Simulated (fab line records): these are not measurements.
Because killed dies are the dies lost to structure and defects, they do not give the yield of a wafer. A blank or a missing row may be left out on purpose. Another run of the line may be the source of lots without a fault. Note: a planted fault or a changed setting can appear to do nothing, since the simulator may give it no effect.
Matching of chambers :: flow n5-finfet :: N5_ILD0_LINER_00 on ald-sin-01: 4 sister chambers
The step material SiNx, target thk 4 nm, pulse time 1 s, purge time 2 s. 16 wafers are shown with their chamber, then 8 later ones without.

## WAFERS WITH THEIR CHAMBER
wafer: L074.2
chamber: 0
heater-power-w (W): 864
precursor-pulse-height-rel: 0.985
chamber-pressure-Torr (Torr): 2.005

wafer: L074.3
chamber: 2
heater-power-w (W): 730
precursor-pulse-height-rel: 1.008
chamber-pressure-Torr (Torr): 2.005

wafer: L074.5
chamber: 0
heater-power-w (W): 825
precursor-pulse-height-rel: 1.034
chamber-pressure-Torr (Torr): 2.000

wafer: L075.2
chamber: 2
heater-power-w (W): 726
precursor-pulse-height-rel: 0.991
chamber-pressure-Torr (Torr): 1.997

wafer: L075.3
chamber: 0
heater-power-w (W): 851
precursor-pulse-height-rel: 0.997
chamber-pressure-Torr (Torr): 1.996

wafer: L075.4
chamber: 3
heater-power-w (W): 910
precursor-pulse-height-rel: 0.993
chamber-pressure-Torr (Torr): 1.999

wafer: L076.1
chamber: 3
heater-power-w (W): 926
precursor-pulse-height-rel: 1.002
chamber-pressure-Torr (Torr): 2.001

wafer: L076.2
chamber: 0
heater-power-w (W): 864
precursor-pulse-height-rel: 1.027
chamber-pressure-Torr (Torr): 1.999

wafer: L076.5
chamber: 0
heater-power-w (W): 848
precursor-pulse-height-rel: 0.990
chamber-pressure-Torr (Torr): 2.006

wafer: L083.1
chamber: 0
heater-power-w (W): 792
precursor-pulse-height-rel: 0.994
chamber-pressure-Torr (Torr): 1.999

wafer: L083.2
chamber: 3
heater-power-w (W): 867
precursor-pulse-height-rel: 0.971
chamber-pressure-Torr (Torr): 2.003

wafer: L083.6
chamber: 3
heater-power-w (W): 869
precursor-pulse-height-rel: 1.024
chamber-pressure-Torr (Torr): 1.993

wafer: L085.1
chamber: 0
heater-power-w (W): 787
precursor-pulse-height-rel: 0.997
chamber-pressure-Torr (Torr): 1.999

wafer: L085.2
chamber: 3
heater-power-w (W): 909
precursor-pulse-height-rel: 0.996
chamber-pressure-Torr (Torr): 1.999

wafer: L085.3
chamber: 2
heater-power-w (W): 789
precursor-pulse-height-rel: 0.970
chamber-pressure-Torr (Torr): 2.003

wafer: L087.3
chamber: 1
heater-power-w (W): 879
precursor-pulse-height-rel: 1.024
chamber-pressure-Torr (Torr): 1.998

SIGNATURES (means of the wafers above)
reading: heater-power-w
chamber 0: 833.00
chamber 1: 879.00
chamber 2: 748.33
chamber 3: 896.20
scatter within a chamber: 31.2

reading: precursor-pulse-height-rel
chamber 0: 1.00343
chamber 1: 1.02400
chamber 2: 0.98967
chamber 3: 0.99720
scatter within a chamber: 0.019

reading: chamber-pressure-Torr
chamber 0: 2.00057
chamber 1: 1.99800
chamber 2: 2.00167
chamber 3: 1.99900
scatter within a chamber: 0.00375
Rule: a wafer's distance from a chamber is the root of the sum, over the readings, of the square of ((its reading less the chamber's mean) divided by the reading's scatter). If the next closest chamber is less than 2 further off than the closest, the wafer can't be placed; otherwise it belongs to the closest. How the scatter is found: for the shown wafers, subtract from each reading the mean of its chamber, square and add these, divide the total by (wafers less chambers), then take the root.

## WAFERS WITH NO CHAMBER GIVEN
wafer: L087.4
heater-power-w (W): 780
precursor-pulse-height-rel: 0.999
chamber-pressure-Torr (Torr): 1.997

wafer: L087.5
heater-power-w (W): 890
precursor-pulse-height-rel: 0.975
chamber-pressure-Torr (Torr): 2.007

wafer: L090.3
heater-power-w (W): 884
precursor-pulse-height-rel: 1.052
chamber-pressure-Torr (Torr): 2.002

wafer: L090.4
heater-power-w (W): 877
precursor-pulse-height-rel: 1.004
chamber-pressure-Torr (Torr): 1.989

wafer: L090.5
heater-power-w (W): 803
precursor-pulse-height-rel: 1.024
chamber-pressure-Torr (Torr): 1.997

wafer: L095.1
heater-power-w (W): 907
precursor-pulse-height-rel: 1.001
chamber-pressure-Torr (Torr): 2.006

wafer: L095.3
heater-power-w (W): 776
precursor-pulse-height-rel: 0.984
chamber-pressure-Torr (Torr): 1.997

wafer: L095.6
heater-power-w (W): 782
precursor-pulse-height-rel: 1.008
chamber-pressure-Torr (Torr): 2.001

## WHICH CHAMBER EACH ONE RAN IN
wafer: L087.4
from the rows above: can't be placed: 2 or 0 or 1
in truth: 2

wafer: L087.5
from the rows above: can't be placed: 3 or 0 or 1
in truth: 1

wafer: L090.3
from the rows above: can't be placed: 1 or 3 or 0
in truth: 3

wafer: L090.4
from the rows above: can't be placed: 1 or 3 or 0
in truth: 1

wafer: L090.5
from the rows above: can't be placed: 0 or 1 or 2 or 3
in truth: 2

wafer: L095.1
from the rows above: can't be placed: 3 or 1 or 0
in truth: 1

wafer: L095.3
from the rows above: can't be placed: 2 or 0
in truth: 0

wafer: L095.6
from the rows above: can't be placed: 2 or 0 or 1
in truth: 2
Correctly placed: 0 of 8. From these rows, 8 cannot be placed; in 8 the true chamber is one of the candidates. Placed wrongly: 0.
